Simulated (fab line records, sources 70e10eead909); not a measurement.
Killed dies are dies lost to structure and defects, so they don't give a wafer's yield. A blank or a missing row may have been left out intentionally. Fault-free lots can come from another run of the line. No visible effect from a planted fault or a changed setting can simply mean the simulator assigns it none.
Which tool was responsible? + flow nand-harc + Sampling: 11 lots, 33 wafers, 5 of 1302 route steps

## WHAT EACH GAUGE READ, for each wafer
NHARC_A_M0_THK_MEAS_24: measures by xrf. Usual: thk-nm 113.4 nm, standard deviation 1.6.
| lot  | measured     | on            | thk-nm (nm)       | flag |
|------|--------------|---------------|-------------------|------|
| L808 | day 23 11:20 | film-metro-02 | 114.1 114.7 113.5 |      |
| L810 | day 24 04:34 | film-metro-02 | 116.5 115.9 113.8 |      |
| L812 | day 24 05:35 | film-metro-02 | 111.9 114.3 113.3 |      |
| L814 | day 25 02:49 | film-metro-02 | 112.9 111.2 116.3 |      |
| L813 | day 25 20:29 | film-metro-02 | 111.4 112.5 115.5 |      |
| L815 | day 26 12:44 | film-metro-01 | 114.6 114.3 115.6 |      |
| L823 | day 29 02:52 | film-metro-02 | 113.8 116.7 112.8 |      |
| L824 | day 29 06:23 | film-metro-01 | 113.8 113.9 114.7 |      |
| L827 | day 30 21:52 | film-metro-02 | 112.5 111.9 113.3 |      |
| L828 | day 31 04:10 | film-metro-02 | 116.0 114.0 113.7 |      |
| L830 | day 33 03:40 | film-metro-02 | 112.2 112.4 115.3 |      |

NHARC_END_SORT_01. Usual: for defect-limited-yield, 89.9 % with a standard deviation of 2.6; for killed-at-array, 63 with a standard deviation of 18; for killed-at-other, 1.1 with a standard deviation of 1.3; for killed-at-periphery, 4.3 with a standard deviation of 2.8; for killed-dies, 68 with a standard deviation of 18; for killed-open, 3.3 with a standard deviation of 2; for killed-short, 2.4 with a standard deviation of 1.6.
| lot  | measured     | on        | defect-limited-yield (%) | killed-at-array | killed-at-other | killed-at-periphery | killed-dies | killed-open | killed-short | flag |
|------|--------------|-----------|--------------------------|-----------------|-----------------|---------------------|-------------|-------------|--------------|------|
| L808 | day 25 05:35 | prober-02 | 87.9 86.6 87.1           | 71 80 82        | 2 1 0           | 9 10 5              | 82 91 87    | 4 1 6       | 2 4 0        |      |
| L810 | day 25 17:53 | prober-01 | 87.0 88.6 87.9           | 81 69 76        | 0 0 1           | 7 8 5               | 88 77 82    | 3 4 4       | 0 3 0        |      |
| L812 | day 26 00:02 | prober-01 | 0 0 0                    | 670 673 672     | 1 0 0           | 6 4 5               | 677 677 677 | 2 1 6       | 2 3 2        | OFF  |
| L814 | day 31 09:53 | prober-02 | 0 0 0                    | 673 673 672     | 3 4 2           | 1 0 3               | 677 677 677 | 6 2 6       | 2 7 4        | OFF  |
| L813 | day 31 01:16 | prober-01 | 88.0 89.2 87.4           | 72 64 76        | 1 1 0           | 8 8 9               | 81 73 85    | 4 1 3       | 2 1 1        |      |
| L815 | day 31 17:33 | prober-01 | 92.2 91.1 90.1           | 50 52 65        | 1 5 0           | 2 3 2               | 53 60 67    | 2 2 3       | 3 3 2        |      |
| L823 | day 32 09:58 | prober-01 | 92.8 92.3 92.6           | 45 43 39        | 1 0 1           | 3 9 10              | 49 52 50    | 9 2 3       | 3 4 3        |      |
| L824 | day 32 08:30 | prober-02 | 87.3 87.1 88.2           | 85 83 75        | 0 0 1           | 1 4 4               | 86 87 80    | 2 3 2       | 5 3 4        |      |
| L827 | day 33 14:08 | prober-02 | 92.6 93.2 92.2           | 44 43 49        | 1 1 0           | 5 2 4               | 50 46 53    | 2 1 4       | 0 5 3        |      |
| L828 | day 33 16:25 | prober-01 | 87.0 88.3 87.1           | 78 64 75        | 2 1 0           | 8 14 12             | 88 79 87    | 4 5 7       | 3 5 6        |      |
| L830 | day 34 15:43 | prober-02 | 92.3 92.9 93.8           | 43 38 40        | 4 1 0           | 5 9 2               | 52 48 42    | 1 7 2       | 1 1 2        |      |

## WHAT TOOL EACH LOT RAN ON (gives the tool, then ch and the chambers of the sampled wafers, and finally the start)
| lot  | NHARC_A_M1_ETCH_35                 | NHARC_A_M1_ETCH_28                 | NHARC_A_M1_CMP_23             |
|------|------------------------------------|------------------------------------|-------------------------------|
| L808 | rie-diel-02 ch 0,2,3, day 23 13:08 | rie-diel-06 ch 0,2,3, day 23 13:40 | cmp-04 ch 0,1,3, day 23 15:08 |
| L810 | rie-diel-06 ch 1,2,3, day 24 06:16 | rie-diel-02 ch 1,2, day 24 06:48   | cmp-02 ch 0,1, day 24 08:19   |
| L812 | rie-diel-02 ch 0,1, day 24 07:57   | rie-diel-06 ch 0,3, day 24 08:29   | cmp-02 ch 0,2,3, day 24 10:03 |
| L814 | rie-diel-06 ch 0,2, day 25 04:40   | rie-diel-01 ch 0,1,2, day 25 05:14 | cmp-03 ch 0,1,3, day 25 06:44 |
| L813 | rie-diel-02 ch 1,2, day 25 22:24   | rie-diel-06 ch 0,2,3, day 25 22:57 | cmp-02 ch 2,3, day 26 00:28   |
| L815 | rie-diel-02 ch 0,1,2, day 26 14:26 | rie-diel-01 ch 0,2, day 26 14:58   | cmp-02 ch 1,3, day 26 16:29   |
| L823 | rie-diel-02 ch 0,2,3, day 29 04:34 | rie-diel-01 ch 1,2, day 29 05:05   | cmp-03 ch 0,1,3, day 29 06:38 |
| L824 | rie-diel-02 ch 0,1,2, day 29 08:13 | rie-diel-06 ch 0,1,3, day 29 08:44 | cmp-02 ch 0,1,2, day 29 10:19 |
| L827 | rie-diel-02 ch 0,1,2, day 30 23:41 | rie-diel-06 ch 0,1,2, day 31 00:14 | cmp-02 ch 0,1,2, day 31 01:44 |
| L828 | rie-diel-02 ch 0,1,3, day 31 05:59 | rie-diel-01 ch 0,1,3, day 31 06:31 | cmp-03 ch 1,3, day 31 08:02   |
| L830 | rie-diel-02 ch 1,2, day 33 05:25   | rie-diel-01 ch 0,1,2, day 33 05:59 | cmp-03 ch 0,1,2, day 33 07:26 |
- NHARC_A_M1_ETCH_35: etches the open film in N2/H2, target depth 40 nm, overetch 12 nm, time 43.94 s.
- NHARC_A_M1_ETCH_28: etches the open film in CF4/N2, target depth 30 nm, time 72.99 s.
- NHARC_A_M1_CMP_23: polishes, t overpolish 20 s, target thk 154.34 nm.

## WHAT THE TOOLS THEMSELVES READ (means of the sampled wafers that have a number; where no wafer has one, the mark that the record gives instead)
NHARC_A_M1_ETCH_35. Usual: bias-w 150.1 W, standard deviation 0.45; chamber-pressure-mTorr 30.000 mTorr, standard deviation 0.028; drypump-motor-current-A 5.5 A, standard deviation 0.47; mfc-ar-sccm 0.004 sccm, standard deviation 0.0082; oes-product-au 0.999 a.u., standard deviation 0.0077; rf-vpp-V 431 V, standard deviation 3.2; showerhead-plenum-p-Torr 2.05 Torr, standard deviation 0.11; throttle-valve-pct 14.172 %, standard deviation 0.0091.
| lot  | tool        | bias-w (W) | chamber-pressure-mTorr (mTorr) | drypump-motor-current-A (A) | mfc-ar-sccm (sccm) | oes-product-au (a.u.) | rf-vpp-V (V) | showerhead-plenum-p-Torr (Torr) | throttle-valve-pct (%) | flag |
|------|-------------|------------|--------------------------------|-----------------------------|--------------------|-----------------------|--------------|---------------------------------|------------------------|------|
| L808 | rie-diel-02 | 149.8      | 30.041                         | 5.0                         | 0.000              | 0.994                 | 433          | 2.09                            | 14.170                 |      |
| L810 | rie-diel-06 | 150.3      | 29.982                         | 5.9                         | 0.009              | 0.994                 | 431          | 2.07                            | 14.164                 |      |
| L812 | rie-diel-02 | 149.9      | 29.999                         | 5.1                         | 0.004              | 0.998                 | 427          | 1.90                            | 14.167                 |      |
| L814 | rie-diel-06 | 150.2      | 29.984                         | 5.8                         | 0.000              | 0.992                 | 432          | 2.11                            | 14.167                 |      |
| L813 | rie-diel-02 | 149.6      | 29.990                         | 5.4                         | 0.008              | 1.002                 | 430          | 2.01                            | 14.170                 |      |
| L815 | rie-diel-02 | 149.9      | 29.962                         | 5.1                         | 0.004              | 1.000                 | 429          | 2.00                            | 14.167                 |      |
| L823 | rie-diel-02 | 150.1      | 29.989                         | 5.0                         | 0.000              | 1.000                 | 433          | 2.09                            | 14.162                 |      |
| L824 | rie-diel-02 | 150.2      | 29.984                         | 5.1                         | 0.004              | 1.003                 | 429          | 2.00                            | 14.165                 |      |
| L827 | rie-diel-02 | 150.1      | 30.015                         | 5.1                         | 0.004              | 0.997                 | 428          | 2.00                            | 14.181                 |      |
| L828 | rie-diel-02 | 150.1      | 30.016                         | 5.3                         | 0.004              | 0.996                 | 430          | 1.98                            | 14.178                 |      |
| L830 | rie-diel-02 | 150.1      | 30.007                         | 5.1                         | 0.004              | 1.003                 | 433          | 2.10                            | 14.161                 |      |

NHARC_A_M1_ETCH_28. Usual: bias-w 100.0 W, standard deviation 0.31; cf4-flow-sccm 49.99 sccm, standard deviation 0.16; drypump-motor-current-A 5.6 A, standard deviation 0.47; mfc-ar-sccm 149.9 sccm, standard deviation 0.47; oes-product-au 0.999 a.u., standard deviation 0.0085; rf-vpp-V 314.4 V, standard deviation 1.9; showerhead-plenum-p-Torr 2.65 Torr, standard deviation 0.11; throttle-valve-pct 19.795 %, standard deviation 0.009.
| lot  | tool        | bias-w (W) | cf4-flow-sccm (sccm) | drypump-motor-current-A (A) | mfc-ar-sccm (sccm) | oes-product-au (a.u.) | rf-vpp-V (V) | showerhead-plenum-p-Torr (Torr) | throttle-valve-pct (%) | flag |
|------|-------------|------------|----------------------|-----------------------------|--------------------|-----------------------|--------------|---------------------------------|------------------------|------|
| L808 | rie-diel-06 | 100.0      | 49.94                | 5.9                         | 149.9              | 0.994                 | 315.3        | 2.66                            | 19.787                 |      |
| L810 | rie-diel-02 | 99.8       | 49.97                | 5.1                         | 149.6              | 0.995                 | 315.7        | 2.70                            | 19.794                 |      |
| L812 | rie-diel-06 | -          | -                    | -                           | -                  | -                     | -            | -                               | -                      | OFF  |
| L814 | rie-diel-01 | -          | -                    | -                           | -                  | -                     | -            | -                               | -                      | OFF  |
| L813 | rie-diel-06 | 100.2      | 50.11                | 5.9                         | 150.2              | 0.996                 | 314.8        | 2.66                            | 19.797                 |      |
| L815 | rie-diel-01 | 99.8       | 50.14                | 5.4                         | 149.6              | 0.998                 | 314.5        | 2.61                            | 19.789                 |      |
| L823 | rie-diel-01 | 100.2      | 49.98                | 5.6                         | 149.6              | 1.003                 | 313.8        | 2.61                            | 19.800                 |      |
| L824 | rie-diel-06 | 100.0      | 49.84                | 5.9                         | 149.6              | 1.016                 | 314.9        | 2.70                            | 19.799                 |      |
| L827 | rie-diel-06 | 100.1      | 50.02                | 5.9                         | 150.0              | 0.998                 | 315.1        | 2.70                            | 19.784                 |      |
| L828 | rie-diel-01 | 99.4       | 50.08                | 5.9                         | 150.2              | 1.005                 | 314.5        | 2.66                            | 19.787                 |      |
| L830 | rie-diel-01 | 100.1      | 49.85                | 5.6                         | 150.0              | 1.000                 | 313.7        | 2.63                            | 19.785                 |      |

NHARC_A_M1_CMP_23. Usual: motor-current-A 12.5 A, standard deviation 1; time-to-endpoint-s 28.7 s, standard deviation 2.3.
| lot  | tool   | motor-current-A (A) | time-to-endpoint-s (s) | flag |
|------|--------|---------------------|------------------------|------|
| L808 | cmp-04 | 12.4                | 29.9                   |      |
| L810 | cmp-02 | 11.4                | 28.6                   |      |
| L812 | cmp-02 | 12.4                | 25.6                   |      |
| L814 | cmp-03 | 12.6                | 31.3                   |      |
| L813 | cmp-02 | 13.5                | 25.4                   |      |
| L815 | cmp-02 | 12.4                | 30.6                   |      |
| L823 | cmp-03 | 12.3                | 27.0                   |      |
| L824 | cmp-02 | 12.6                | 28.7                   |      |
| L827 | cmp-02 | 12.8                | 27.0                   |      |
| L828 | cmp-03 | 12.0                | 27.6                   |      |
| L830 | cmp-03 | 12.8                | 32.4                   |      |

## THE ANSWER, worked out from the rows above alone
Rule: take the mean of a lot's wafers that have a number; if it is more than 3 standard deviations from the usual mean, the lot is off. Also off: a lot with no number at a reading for which 4 or more lots have one. Where the step has rows for the other lots, those lots are counted as sound. After the gauges, taken in route order, come the tools' own readings; for these a lot's mean is taken, as printed above. The first step at which some lot is off is used, and at that step the reading that is off furthest; a lot without a number counts as furthest.
Off at NHARC_END_SORT_01 (defect-limited-yield): L812, L814.
A tool fits if, at a process step before that reading, it ran every lot that is off, and no sound lot after the first of them. Not tried: the gauges at NHARC_END_SORT_01; whatever is off there is also off at NHARC_A_M1_ETCH_28, on other tools, and gauge error can't account for it. None of those tried fits.

## WHAT THE SIMULATOR PUT IN
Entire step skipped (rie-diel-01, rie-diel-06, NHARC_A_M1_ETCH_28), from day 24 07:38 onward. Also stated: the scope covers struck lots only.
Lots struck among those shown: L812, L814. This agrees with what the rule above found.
